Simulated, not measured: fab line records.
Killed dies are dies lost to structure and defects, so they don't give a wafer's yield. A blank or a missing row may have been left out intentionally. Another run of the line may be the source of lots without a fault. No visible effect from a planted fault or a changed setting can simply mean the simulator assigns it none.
Chamber matching | flow n5-finfet | 4 sister chambers for N5_BEOL_M10_STRIP_19 on rie-diel-01
The step strips in O2. 4 wafers are shown with their chamber, then 10 later ones without.

WAFERS WITH THEIR CHAMBER
wafer  | chamber | drypump-motor-current-A (A)
L083.1 | 3       | 4.8
L083.6 | 2       | 5.6
L084.3 | 0       | 5.6
L084.5 | 1       | 5.5

WAFERS MISSING THEIR CHAMBER
wafer  | drypump-motor-current-A (A)
L084.6 | 5.6
L092.1 | 5.6
L092.2 | 5.7
L092.5 | 5.7
L093.1 | 5.7
L093.4 | 5.5
L093.5 | 5.7
L096.1 | 4.8
L096.3 | 5.5
L096.5 | 5.6

EACH ONE'S CHAMBER
wafer  | from the rows above          | in truth
L084.6 | can't be placed: 0 or 2 or 1 | 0
L092.1 | can't be placed: 0 or 2 or 1 | 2
L092.2 | can't be placed: 0 or 2 or 1 | 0
L092.5 | can't be placed: 0 or 2 or 1 | 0
L093.1 | can't be placed: 0 or 2 or 1 | 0
L093.4 | can't be placed: 1 or 0 or 2 | 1
L093.5 | can't be placed: 0 or 2 or 1 | 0
L096.1 | 3                            | 3
L096.3 | can't be placed: 1 or 0 or 2 | 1
L096.5 | can't be placed: 0 or 2 or 1 | 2
1 of 10 placed correctly. Unplaceable from these rows: 9, with the true chamber sitting among the candidates in 9. Number placed wrongly: 0.
How it was worked out, from the rows above alone: a wafer's distance from a chamber is the root of the sum, over the readings, of the square of ((its reading less the chamber's mean) divided by the reading's scatter). If the next closest chamber is less than 2 further off than the closest, the wafer can't be placed; otherwise it belongs to the closest. For every chamber, the mean is computed from those of its wafers that are shown. The scatter: root of mean squared gap, hidden wafer to nearest shown wafer, with one shown wafer a chamber.
